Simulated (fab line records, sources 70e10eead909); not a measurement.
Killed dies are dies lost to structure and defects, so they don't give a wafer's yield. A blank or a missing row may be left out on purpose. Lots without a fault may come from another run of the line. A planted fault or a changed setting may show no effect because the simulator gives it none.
A struck lot beside a sound one | flow nand_harc | 21 steps out of a route of 1159
Sound: wafers L646.2, L646.4, L646.5. Struck: wafers L658.1, L658.4, L658.6. The cause comes at the end.
At each step with rows: each side's tool, then ch and its chambers, then its first start. Under that, the readings that differ: sound wafers | struck wafers | difference of the means | sigmas: that difference in standard deviations of wafers without a fault.
alike: readings whose means differ by less than 2 such deviations, and words and numbers that are the same on both sides. not compared: withheld readings, readings that some wafer has no value for, bounds like >300 that may hide the same value, and numbers for which the record gives no deviation and whose values overlap.
The two part at a step that has a row with sigmas, a row that says differs or no value, or rows on one side only. Numbers that don't overlap but have no deviation are shown without sigmas and don't part them. A reading that every wafer of one side lacks parts them only if that side has two wafers or more.

NHARC_P_M2_OVL_MEAS_10: pitch 340 nm.
  sound on overlay-02, day 6 14:06; struck on overlay-01, day 9 17:24
  alike: overlay_x_nm, overlay_y_nm
NHARC_P_M2_INSPECT_11:
  sound on defect_inspect-02, day 6 14:08; struck on defect_inspect-02, day 9 17:26
  alike: raw_defect_count
NHARC_P_M2_DESCUM_14: chemistry O2, time 3 s.
  sound on rie_diel-06 ch 0,1,2, day 6 14:12; struck on rie_diel-06 ch 0,1, day 9 17:34
  alike: drypump_motor_current_A, oes_product_au, rf_vpp_V, showerhead_plenum_p_Torr, throttle_valve_pct
  not compared: rf_hours_counter_h
then, 2 steps without rows for these wafers: NHARC_P_M2_ETCH_35 (etches the open film in N2/H2, target depth 40 nm, overetch 12 nm, time 43.94 s); NHARC_P_M2_ETCH_15 (etches the open film in C4F8/Ar, target depth 182.5 nm, time 91.2 s).
NHARC_P_M2_CD_MEAS_16:
  sound on cd_sem-03, day 6 14:31; struck on cd_sem-01, day 9 17:59
  alike: cd_nm
then, 3 steps without rows for these wafers: NHARC_P_M2_STRIP_18 (strips in N2/H2); NHARC_P_M2_ETCH_28 (etches the open film in CF4/N2, target depth 30 nm, time 72.99 s); NHARC_P_M2_STRIP_19 (strips in post etch residue remover, time 600 s).
NHARC_P_M2_DEGAS_29: time 60 s.
  sound on pvd_sputter-02, day 6 15:14; struck on pvd_sputter-01, day 9 18:49
  alike: heater_power_w
NHARC_P_M2_PRE_CLEAN_30: time 30 s.
  sound on pvd_sputter-02; struck on pvd_sputter-01
  alike: heater_power_w
then, 1 step without rows for these wafers: NHARC_P_M2_PVD_20 (deposits TaN, target thk 5 nm, time 8.06 s).
NHARC_P_M2_PVD_21: deposits Cu, target thk 30 nm, time 20.49 s.
  sound on pvd_sputter-02, day 6 15:28; struck on pvd_sputter-01, day 9 19:03
  alike: throttle_valve_pct
then, 1 step without rows for these wafers: NHARC_P_M2_ECD_22 (material Cu, target thk 400 nm).
NHARC_P_M2_ANNEAL_31: time 90 s.
  sound on rtp_anneal-01 ch 0, day 6 16:01; struck on rtp_anneal-02 ch 0, day 9 19:33
  reading          | sound             | struck            | difference | sigmas
  wafer_temp_C_max | 226.2 225.7 225.7 | 226.5 227.1 227.2 | +1.1       | +3
then, 2 steps without rows for these wafers: NHARC_P_M2_CMP_23 (polishes, t overpolish 20 s, target thk 144.3 nm); NHARC_P_M2_SRD_25.
NHARC_P_M2_INSPECT_27:
  sound on defect_inspect-02, day 6 16:47; struck on defect_inspect-02, day 9 20:23
  alike: raw_defect_count
then, 1 step without rows for these wafers: NHARC_P_M2_PRE_CLEAN_32 (time 12 s).
NHARC_P_M2_DEP_33: deposits SiCN, target thk 30 nm.
  sound on pecvd-02 ch 0,1, day 6 16:58; struck on pecvd-02 ch 1,2, day 9 20:31
  alike: heater_power_outer_w, heater_power_w
-- the record jumps here: 12 days lie between the struck wafers' starts before and after (it left off in module P_M2 and takes up again in module END, whose first step shown is number 1159 of the route) --
NHARC_END_SORT_01:
  the record has rows for the struck wafers here (prober-01 ch 0, day 22 06:50) and none for the sound ones

WHERE THEY PART
First at NHARC_P_M2_ANNEAL_31; last, within this record, at NHARC_END_SORT_01.

WHY: what the simulator had put in
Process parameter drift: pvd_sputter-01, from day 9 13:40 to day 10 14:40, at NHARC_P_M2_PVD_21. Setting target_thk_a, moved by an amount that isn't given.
